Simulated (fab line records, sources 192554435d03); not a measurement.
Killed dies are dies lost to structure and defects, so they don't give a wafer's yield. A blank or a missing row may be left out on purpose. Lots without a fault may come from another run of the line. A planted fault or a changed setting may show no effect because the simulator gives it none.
Which tool did it? | flow n5_finfet | 15 lots, 45 wafers sampled, at 5 steps of a route of 1938

WHAT THE GAUGES READ, wafer by wafer
N5_BEOL_M4_RC_MEAS_101.
lot  | measured     | on        | DIBL_N (mV/V)  | DIBL_P (mV/V)  | IOFF_N (nA/um) | IOFF_P (nA/um) | ION_N (uA/um) | ION_P (uA/um) | SS_N (mV/dec)  | SS_P (mV/dec)  | VT_N (mV)   | VT_P (mV)
L603 | day 7 18:26  | prober-02 | 37.9 38.2 37.5 | 38.3 39.7 38.2 | 0.19 0.21 0.19 | 0.27 0.31 0.27 | 683 705 688   | 472 484 470   | 71.8 71.7 71.7 | 74.1 74.4 74.0 | 247 245 245 | -245 -244 -246
L604 | day 8 05:31  | prober-02 | 33.9 36.2 35.7 | 34.2 36.9 35.3 | 0.12 0.16 0.14 | 0.18 0.23 0.21 | 658 668 656   | 458 462 454   | 71.0 71.5 70.8 | 72.4 73.3 72.4 | 252 250 252 | -251 -248 -249
L605 | day 8 06:11  | prober-01 | 33.5 37.7 34.6 | 31.3 36.1 32.5 | 0.11 0.17 0.13 | 0.14 0.20 0.15 | 649 662 664   | 443 455 452   | 70.3 72.0 71.9 | 72.5 73.5 72.4 | 254 253 253 | -258 -252 -256
L607 | day 8 18:02  | prober-02 | 36.8 35.1 34.9 | 36.4 34.4 34.6 | 0.15 0.13 0.13 | 0.20 0.18 0.18 | 654 664 668   | 452 455 459   | 72.1 70.7 71.4 | 73.0 72.6 73.1 | 254 253 253 | -254 -253 -253
L613 | day 9 22:16  | prober-01 | 35.1 34.2 34.3 | 35.4 34.7 32.9 | 0.14 0.13 0.11 | 0.20 0.19 0.15 | 681 668 656   | 474 459 449   | 71.3 71.3 71.3 | 72.9 73.1 72.6 | 250 254 259 | -250 -251 -254
L614 | day 13 07:37 | prober-01 | 38.0 39.8 36.5 | 36.9 38.6 34.7 | 0.18 0.22 0.15 | 0.25 0.28 0.21 | 688 686 667   | 464 470 458   | 71.5 72.1 71.7 | 73.6 74.4 72.7 | 248 247 251 | -250 -246 -250
L617 | day 12 21:15 | prober-01 | 37.7 36.4 37.2 | 35.8 34.5 34.4 | 0.17 0.15 0.16 | 0.22 0.19 0.19 | 691 675 676   | 473 462 460   | 72.6 72.1 72.3 | 73.5 72.9 72.9 | 248 250 251 | -246 -251 -251
L620 | day 14 01:24 | prober-01 | 38.9 36.9 37.8 | 37.9 34.5 36.4 | 0.18 0.15 0.15 | 0.24 0.19 0.22 | 673 673 648   | 462 456 451   | 71.4 71.2 72.2 | 74.0 73.6 74.2 | 248 249 253 | -249 -252 -252
L621 | day 13 19:43 | prober-02 | 37.5 39.9 40.5 | 35.8 38.6 39.5 | 0.16 0.21 0.24 | 0.21 0.25 0.27 | 694 683 715   | 471 462 481   | 71.5 72.6 72.2 | 74.1 74.0 74.0 | 249 245 244 | -249 -247 -245
L623 | day 13 01:41 | prober-01 | 35.2 35.7 37.2 | 36.5 36.8 39.7 | 0.14 0.16 0.19 | 0.17 0.18 0.22 | 678 681 698   | 458 457 471   | 70.4 71.7 72.5 | 72.9 73.2 73.5 | 248 248 246 | -257 -254 -250
L624 | day 13 00:07 | prober-02 | 38.4 35.6 38.0 | 36.3 34.7 37.4 | 0.17 0.12 0.16 | 0.21 0.19 0.22 | 663 668 676   | 453 464 460   | 72.6 71.1 72.0 | 73.2 73.2 74.0 | 250 252 248 | -250 -251 -246
L626 | day 15 04:40 | prober-01 | 36.2 36.5 36.9 | 36.7 36.7 37.3 | 0.15 0.15 0.16 | 0.21 0.21 0.21 | 668 668 665   | 460 458 457   | 71.1 70.7 71.4 | 73.1 73.2 74.1 | 250 251 251 | -249 -248 -250

WHICH TOOL RAN EACH LOT (tool, then ch and the chambers of the sampled wafers, then the start)
lot  | N5_SD_EPI_N_VAPOR_ETCH_50      | N5_SD_EPI_P_ETCH_16               | N5_SD_EPI_P_SD_RECESS_17        | N5_ILD0_CMP_03
L603 | epi_rpcvd-03 ch 0, day 3 05:28 | rie_diel-06 ch 0,2,3, day 3 11:40 | rie_si-03 ch 0,1,2, day 3 11:44 | cmp-03 ch 1,2,3, day 3 18:55
L604 | epi_rpcvd-02 ch 0, day 3 12:14 | rie_diel-06 ch 0,1,2, day 3 16:23 | rie_si-05 ch 0,2, day 3 16:27   | cmp-02 ch 1,2,3, day 3 23:38
L605 | epi_rpcvd-02 ch 0, day 3 15:22 | rie_diel-05 ch 0,1,2, day 3 19:22 | rie_si-04 ch 1,2, day 3 19:26   | cmp-01 ch 0,1, day 4 01:37
L607 | epi_rpcvd-04 ch 0, day 4 02:08 | rie_diel-01 ch 0,1,2, day 4 05:41 | rie_si-05 ch 0,2, day 4 05:46   | cmp-02 ch 0,2, day 4 12:15
L608 | epi_rpcvd-04 ch 0, day 4 07:21 | rie_diel-01 ch 0,2, day 4 11:38   | rie_si-04 ch 1,2, day 4 11:42   | cmp-01 ch 1,2,3, day 4 18:56
L609 | epi_rpcvd-04 ch 0, day 4 13:16 | rie_diel-01 ch 0,2,3, day 4 17:24 | rie_si-03 ch 0,2,3, day 4 17:28 | cmp-01 ch 0,1,2, day 5 00:48
L611 | epi_rpcvd-02 ch 0, day 5 02:10 | rie_diel-05 ch 0,1, day 5 05:42   | rie_si-04 ch 0,1,2, day 5 05:46 | cmp-03 ch 0,1,3, day 5 11:59
L613 | epi_rpcvd-04 ch 0, day 5 15:28 | rie_diel-01 ch 0,2,3, day 5 18:54 | rie_si-04 ch 0,1,3, day 5 18:58 | cmp-02 ch 0,2,3, day 6 01:21
L614 | epi_rpcvd-04 ch 0, day 6 01:12 | rie_diel-06 ch 0,1,3, day 6 04:37 | rie_si-04 ch 1,2,3, day 6 04:41 | cmp-03 ch 1,2, day 6 11:59
L617 | epi_rpcvd-02 ch 0, day 6 18:10 | rie_diel-06 ch 0,1,3, day 6 21:49 | rie_si-05 ch 0,1,3, day 6 21:53 | cmp-01 ch 0,2,3, day 7 04:11
L620 | epi_rpcvd-03 ch 0, day 7 09:36 | rie_diel-01 ch 0,1,2, day 7 14:28 | rie_si-03 ch 0,2,3, day 7 14:32 | cmp-03 ch 1,2,3, day 7 20:50
L621 | epi_rpcvd-04 ch 0, day 7 13:53 | rie_diel-05 ch 0,1,2, day 7 17:25 | rie_si-04 ch 2,3, day 7 17:29   | cmp-02 ch 0,2, day 8 01:52
L623 | epi_rpcvd-04 ch 0, day 8 04:50 | rie_diel-01 ch 0,2,3, day 8 08:34 | rie_si-05 ch 0,2,3, day 8 08:38 | cmp-02 ch 0,2,3, day 8 16:03
L624 | epi_rpcvd-04 ch 0, day 8 10:35 | rie_diel-05 ch 0,1,2, day 8 14:54 | rie_si-05 ch 1,2, day 8 14:58   | cmp-03 ch 0,2,3, day 8 22:14
L626 | epi_rpcvd-03 ch 0, day 9 05:42 | rie_diel-05 ch 0,1,2, day 9 10:11 | rie_si-05 ch 0,2, day 9 10:15   | cmp-01 ch 1,3, day 9 17:34
- N5_SD_EPI_N_VAPOR_ETCH_50: etches Si in HCl, time 54 s.
- N5_SD_EPI_P_ETCH_16: etches SiO2 in CHF3/O2, target depth 5 nm.
- N5_SD_EPI_P_SD_RECESS_17: chemistry HBr/Cl2/O2, target depth 39.1 nm, bt time 3 s.
- N5_ILD0_CMP_03: polishes, stops on SiNx, t overpolish 1.9 s, target thk 197.38 nm.

WHAT THE TOOLS THEMSELVES READ (means of the sampled wafers that have a number; where no wafer has one, the mark that the record gives instead)
N5_SD_EPI_N_VAPOR_ETCH_50.
lot  | tool         | chamber_pressure_Torr (Torr) | throttle_valve_pct (%)
L603 | epi_rpcvd-03 | 20.01                        | 11.67
L604 | epi_rpcvd-02 | 19.95                        | 11.53
L605 | epi_rpcvd-02 | 19.93                        | 11.66
L607 | epi_rpcvd-04 | 19.99                        | 11.85
L608 | epi_rpcvd-04 | 20.04                        | 11.73
L609 | epi_rpcvd-04 | 19.96                        | 11.99
L611 | epi_rpcvd-02 | 20.00                        | 11.65
L613 | epi_rpcvd-04 | 20.00                        | 11.94
L614 | epi_rpcvd-04 | 20.00                        | 11.73
L617 | epi_rpcvd-02 | 19.94                        | 11.69
L620 | epi_rpcvd-03 | 20.03                        | 11.70
L621 | epi_rpcvd-04 | 19.97                        | 11.73
L623 | epi_rpcvd-04 | 19.99                        | 11.78
L624 | epi_rpcvd-04 | 20.05                        | 11.76
L626 | epi_rpcvd-03 | 20.01                        | 11.84

N5_SD_EPI_P_ETCH_16.
lot  | tool        | drypump_motor_current_A (A) | oes_product_au (a.u.) | rf_vpp_V (V) | showerhead_plenum_p_Torr (Torr) | throttle_valve_pct (%)
L603 | rie_diel-06 | 6.1                         | 0.78                  | 517          | 2.45                            | 18.85
L604 | rie_diel-06 | 6.1                         | 0.77                  | 521          | 2.44                            | 18.81
L605 | rie_diel-05 | 6.2                         | 0.74                  | 521          | 2.39                            | 19.10
L607 | rie_diel-01 | 5.2                         | 0.77                  | 540          | 2.48                            | 19.01
L608 | rie_diel-01 | 5.2                         | 0.79                  | 545          | 2.48                            | 19.06
L609 | rie_diel-01 | 5.1                         | 0.77                  | 539          | 2.44                            | 19.11
L611 | rie_diel-05 | 6.7                         | 0.73                  | 523          | 2.33                            | 19.25
L613 | rie_diel-01 | 5.1                         | 0.77                  | 539          | 2.44                            | 19.13
L614 | rie_diel-06 | 5.7                         | 0.78                  | 520          | 2.45                            | 18.83
L617 | rie_diel-06 | 5.7                         | 0.77                  | 521          | 2.45                            | 18.85
L620 | rie_diel-01 | 5.3                         | 0.75                  | 539          | 2.47                            | 19.05
L621 | rie_diel-05 | 6.2                         | 0.72                  | 521          | 2.38                            | 19.16
L623 | rie_diel-01 | 5.1                         | 0.75                  | 539          | 2.43                            | 19.16
L624 | rie_diel-05 | 6.2                         | 0.71                  | 521          | 2.38                            | 19.16
L626 | rie_diel-05 | 6.2                         | 0.71                  | 521          | 2.37                            | 19.18

N5_SD_EPI_P_SD_RECESS_17.
lot  | tool      | drypump_motor_current_A (A) | oes_product_au (a.u.) | throttle_valve_pct (%)
L603 | rie_si-03 | 5.4                         | 1.003                 | 37.0
L604 | rie_si-05 | 6.1                         | 1.017                 | 37.3
L605 | rie_si-04 | 5.7                         | 1.016                 | 37.1
L607 | rie_si-05 | 5.8                         | 1.008                 | 37.0
L608 | rie_si-04 | 5.7                         | 1.013                 | 37.1
L609 | rie_si-03 | 5.8                         | 0.998                 | 37.2
L611 | rie_si-04 | 5.4                         | 1.007                 | 36.9
L613 | rie_si-04 | 5.6                         | 0.996                 | 36.5
L614 | rie_si-04 | 5.9                         | 1.009                 | 36.8
L617 | rie_si-05 | 5.3                         | 1.002                 | 37.3
L620 | rie_si-03 | 5.8                         | 0.997                 | 37.2
L621 | rie_si-04 | 6.0                         | 1.016                 | 36.6
L623 | rie_si-05 | 5.7                         | 1.006                 | 37.4
L624 | rie_si-05 | 6.1                         | 1.024                 | 37.4
L626 | rie_si-05 | 5.8                         | 1.011                 | 37.0

N5_ILD0_CMP_03.
lot  | tool   | edge_zone_pressure_frac | head_pressure_psi (psi) | motor_current_A (A) | overpolish_run_s (s) | platen_rpm (rpm) | slurry_filter_dp_kPa (kPa) | time_to_endpoint_s (s)
L603 | cmp-03 | 1.002                   | 4.149                   | 13.5                | 1.892                | 51.77            | 13.59                      | 71
L604 | cmp-02 | 1.006                   | 4.149                   | 12.0                | 1.897                | 51.78            | 13.45                      | 71
L605 | cmp-01 | 1.004                   | 4.151                   | 14.0                | 1.900                | 51.79            | 13.47                      | 65
L607 | cmp-02 | 1.001                   | 4.155                   | 10.8                | 1.903                | 51.79            | 13.64                      | 68
L608 | cmp-01 | -                       | -                       | -                   | -                    | -                | -                          | -
L609 | cmp-01 | -                       | -                       | -                   | -                    | -                | -                          | -
L611 | cmp-03 | -                       | -                       | -                   | -                    | -                | -                          | -
L613 | cmp-02 | 1.002                   | 4.158                   | 12.2                | 1.902                | 51.80            | 13.39                      | 71
L614 | cmp-03 | 0.998                   | 4.150                   | 13.6                | 1.900                | 51.80            | 13.61                      | 71
L617 | cmp-01 | 0.995                   | 4.157                   | 12.0                | 1.896                | 51.82            | 13.54                      | 69
L620 | cmp-03 | 1.000                   | 4.149                   | 13.1                | 1.890                | 51.81            | 13.38                      | 71
L621 | cmp-02 | 0.994                   | 4.163                   | 11.1                | 1.909                | 51.81            | 13.43                      | 76
L623 | cmp-02 | 1.000                   | 4.150                   | 12.0                | 1.908                | 51.80            | 13.70                      | 75
L624 | cmp-03 | 0.998                   | 4.151                   | 12.6                | 1.903                | 51.79            | 13.45                      | 74
L626 | cmp-01 | 1.003                   | 4.147                   | 11.9                | 1.897                | 51.82            | 13.40                      | 68

THE ANSWER, worked out from the rows above alone
Rule: what is usual is taken from the lots themselves. Put in order of their means at a reading, lots are off if they are a third of the lots or fewer, leave a main group of 4 or more, and stand apart from it by a gap of 3 or more times the standard deviation of the main group's means; of several such gaps the widest counts. A main group whose means are all the same, to the digits that the tables above print for the reading, isn't used. A lot without any number at a reading at which 4 lots or more have one is off too. The other lots that the step has rows for count as sound. The gauges are gone through in route order, then the tools' own readings, and for those a lot's mean is taken as printed above. The first step at which some lot is off is used, and at that step the reading that is off furthest; a lot without a number counts as furthest.
Off: L608, L609, L611, at N5_ILD0_CMP_03 (edge_zone_pressure_frac). Without a number there: L608, L609, L611. The main group: mean 1.000, standard deviation 0.0034.
A tool fits if, at that step or a process step before it, it ran every lot that is off, and no sound lot after the first of them. None of those tried fits.

WHAT THE SIMULATOR HAD PUT IN
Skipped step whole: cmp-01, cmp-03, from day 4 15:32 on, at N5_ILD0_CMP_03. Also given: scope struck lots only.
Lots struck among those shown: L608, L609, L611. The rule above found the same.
